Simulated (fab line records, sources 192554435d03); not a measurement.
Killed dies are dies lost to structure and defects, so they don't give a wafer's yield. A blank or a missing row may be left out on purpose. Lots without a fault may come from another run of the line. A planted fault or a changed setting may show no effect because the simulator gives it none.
Chamber matching | flow n5_finfet | N5_BEOL_M5_DEP_56 on pecvd-01: 3 sister chambers
The step deposits SiCN from 3MS/NH3, target thk 8 nm, time 14 s. 6 wafers are shown with their chamber, then 12 later ones without.

WAFERS WITH THEIR CHAMBER
wafer  | chamber | throttle_valve_pct (%) | showerhead_plenum_p_Torr (Torr)
L086.1 | 1       | 9.0                    | 3.642
L086.2 | 2       | 8.5                    | 3.658
L086.4 | 1       | 9.1                    | 3.652
L085.3 | 0       | 9.3                    | 3.628
L085.5 | 2       | 8.8                    | 3.659
L085.6 | 0       | 9.0                    | 3.629

WAFERS WITHOUT THEIR CHAMBER
wafer  | throttle_valve_pct (%) | showerhead_plenum_p_Torr (Torr)
L092.2 | 8.9                    | 3.637
L092.3 | 8.7                    | 3.654
L092.4 | 9.0                    | 3.645
L089.1 | 9.0                    | 3.632
L089.2 | 9.0                    | 3.647
L089.4 | 8.7                    | 3.668
L091.1 | 8.8                    | 3.659
L091.2 | 9.0                    | 3.634
L091.3 | 9.0                    | 3.645
L091.4 | 9.0                    | 3.658
L091.5 | 9.3                    | 3.629
L091.6 | 8.9                    | 3.647

WHICH CHAMBER EACH WENT THROUGH
wafer  | from the rows above     | in truth
L092.2 | can't be placed: 0 or 1 | 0
L092.3 | can't be placed: 2 or 1 | 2
L092.4 | 1                       | 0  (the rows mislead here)
L089.1 | 0                       | 0
L089.2 | 1                       | 1
L089.4 | 2                       | 2
L091.1 | 2                       | 2
L091.2 | can't be placed: 0 or 1 | 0
L091.3 | 1                       | 1
L091.4 | can't be placed: 2 or 1 | 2
L091.5 | 0                       | 0
L091.6 | 1                       | 1
Placed correctly: 7 of 12. Can't be placed from these rows: 4 (the true chamber is among the candidates in 4). Placed wrongly: 1.
How it was worked out, from the rows above alone: a wafer's distance from a chamber is the root of the sum, over the readings, of the square of ((its reading less the chamber's mean) divided by the reading's scatter). The wafer belongs to the nearest chamber; if the next one is less than 2 further off, it can't be placed. A chamber's mean is the mean of its shown wafers. The scatter: the root of (the sum of the squares of (reading less its chamber's mean) over the shown wafers, divided by (wafers less chambers)).
